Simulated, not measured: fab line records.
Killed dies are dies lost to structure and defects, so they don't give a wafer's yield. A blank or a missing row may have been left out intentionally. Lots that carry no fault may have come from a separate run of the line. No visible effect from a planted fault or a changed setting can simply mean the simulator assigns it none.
Lot-split experiment	flow n5-finfet	on a route of 1938 steps: 7 lots, 39 wafers read

== ABOUT THE SPLIT ==
At N5_BEOL_M0_SAQP_PECVD_04 (deposits a-Si from SiH4/He, target thk 60 nm, time 60.2 s), the setting time-s was moved away from the recipe's 60.2 s on 15 of the 39 wafers read, by +20.3% to +44.5%. For the rest of the wafers, this setting stayed at what the recipe calls for.

== FROM THE SPLIT TO THE READING: what the file shows between them, 5 steps ==
- N5_BEOL_M0_SAQP_THK_MEAS_05
- N5_BEOL_M0_SAQP_HM_DEP_111: deposits SiO2 from SiH4/N2O, target thk 12 nm, time 7.2 s
- N5_BEOL_M0_SAQP_COAT_81: time 60 s, resist thk 100 nm
- N5_BEOL_M0_SAQP_HM_OPEN_112: chemistry CHF3/O2, target SiO2, stops on a-Si, target depth 12 nm, time 13.5 s
- N5_BEOL_M0_SAQP_STRIP_113: strips in CHF3/O2

== THE READING ==
oes-product-au, in a.u., at N5_BEOL_M0_SAQP_MANDREL_ETCH_20 (etches a-Si in HBr/Cl2, stops on SiNx, target depth 60 nm, bt time 10 s, time 30 s). A value of 0.767 a.u. with a standard deviation of 0.014 a.u. is what fault-free wafers of this fab line usually give.

wafer	tool, chamber at the split	time-s as run, s	against the recipe	oes-product-au, a.u.	against lot-mates on the recipe
L076.1	pecvd-04, 1	72.42	+20.3%	0.873	+0.110
L076.2	pecvd-04, 0,2	60.2	recipe	0.763	-
L076.3	pecvd-04, 2	60.2	recipe	0.752	-
L076.4	pecvd-04, 1	72.42	+20.3%	0.884	+0.121
L076.5	pecvd-04, 0,2	60.2	recipe	0.773	-
L076.6	pecvd-04, 0	72.42	+20.3%	0.868	+0.105
L078.1	pecvd-02, 1	60.2	recipe	0.741	-
L078.2	pecvd-02, 2	60.2	recipe	0.780	-
L078.3	pecvd-02, 0	60.2	recipe	0.777	-
L078.4	pecvd-02, 1	78.84	+31.0%	0.919	+0.153
L078.5	pecvd-02, 0	78.84	+31.0%	0.890	+0.124
L078.6	pecvd-02, 2	78.84	+31.0%	0.920	+0.154
L084.1	pecvd-02, 1,0	60.2	recipe	0.749	-
L084.2	pecvd-02, 1,0	60.2	recipe	0.760	-
L084.6	pecvd-02, 0	60.2	recipe	0.755	-
L087.1	pecvd-04, 2	60.2	recipe	0.756	-
L087.2	pecvd-04, 1,0	86.97	+44.5%	0.961	+0.183
L087.3	pecvd-04, 0	86.97	+44.5%	0.957	+0.179
L087.4	pecvd-04, 2	60.2	recipe	0.792	-
L087.5	pecvd-04, 1	60.2	recipe	0.785	-
L087.6	pecvd-04, 1,0	86.97	+44.5%	0.966	+0.188
L093.1	pecvd-03, 0	60.2	recipe	0.749	-
L093.2	pecvd-03, 1	60.2	recipe	0.759	-
L093.3	pecvd-03, 2,1	60.2	recipe	0.775	-
L093.4	pecvd-03, 2,0	60.2	recipe	0.770	-
L093.5	pecvd-03, 2,1	60.2	recipe	0.765	-
L093.6	pecvd-03, 2,0	60.2	recipe	0.780	-
L096.1	pecvd-03, 1	60.2	recipe	0.760	-
L096.2	pecvd-03, 2	84.11	+39.7%	0.933	+0.164
L096.3	pecvd-03, 0	60.2	recipe	0.773	-
L096.4	pecvd-03, 1	60.2	recipe	0.774	-
L096.5	pecvd-03, 2	84.11	+39.7%	0.934	+0.165
L096.6	pecvd-03, 0	84.11	+39.7%	0.960	+0.191
L097.1	pecvd-04, 2	60.2	recipe	0.754	-
L097.2	pecvd-04, 1	73.26	+21.7%	0.869	+0.097
L097.3	pecvd-04, 0	60.2	recipe	0.784	-
L097.4	pecvd-04, 0	73.26	+21.7%	0.877	+0.105
L097.5	pecvd-04, 1	73.26	+21.7%	0.849	+0.077
L097.6	pecvd-04, 2	60.2	recipe	0.778	-
The file does not say which wafer passed through which chamber wherever a row lists several chambers: such a row stands for several wafers.

THE FIT
A straight line over all 39 wafers: oes-product-au changes by +0.00448 a.u. for each +1% of time-s; r = +0.98; the points scatter about the line by 0.014 a.u.
The same after taking each lot's own level away (the mean of its wafers on the recipe; 39 wafers): +0.00437 a.u. for each +1%; r = +0.98; scatter 0.014 a.u.
Per that fit: largest time-s move, reading shift of 0.19 a.u.
Measured against the standard deviation above, the lots' own levels, which go from 0.7547 to 0.7777 a.u., span 1.6 times it.
So the lot-to-lot level changes the slope little: the two slopes agree.
Check: with one of the wafers moved furthest among these (+44.5%) left out of the fit, the line predicts +0.197 a.u. for it against its lot-mates. Against them it came out at +0.183 a.u.

== THESE WAFERS: OTHER SPLITS ==
Note: prior to the reading, these wafers also went through further splits. Each is held against what the fit with the lots' levels taken away leaves over:
other split on the same wafers	wafers away from the commonest value	r with oes-product-au (lot level and that fit taken away)
N5_FIN_SAQP_ALD_61 ald-cycles	12	+0.07
N5_SD_EPI_N_ETCH_45 target-depth-a	15	-0.46

== THE WHOLE CHAIN: every reading that the file lists as answering this split, in the file's order ==
step	what it does	reading	change (the file's fit)	r (the file's)
N5_BEOL_M0_SAQP_PECVD_04	deposits a-Si from SiH4/He, target thk 60 nm, time 60.2 s	a-Si_of_BEOL_M0_SAQP_PECVD_04.thk-nm (the simulator's own value, which no gauge read)	+0.622 nm for each +1% of the setting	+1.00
N5_BEOL_M0_SAQP_THK_MEAS_05		thk-nm	withheld for each +1% of the setting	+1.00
N5_BEOL_M0_SAQP_MANDREL_ETCH_20	etches a-Si in HBr/Cl2, stops on SiNx, target depth 60 nm, bt time 10 s, time 30 s	oes-product-au	+0.0044 a.u. for each +1% of the setting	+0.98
N5_BEOL_M0_SAQP_MANDREL_ETCH_20	etches a-Si in HBr/Cl2, stops on SiNx, target depth 60 nm, bt time 10 s, time 30 s	etch.depth-nm (the simulator's own value, which no gauge read)	+0.621 nm for each +1% of the setting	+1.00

== THE FILE'S OWN FIT ==
oes-product-au changes by +0.0044 a.u. for each +1% of time-s, r = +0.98.
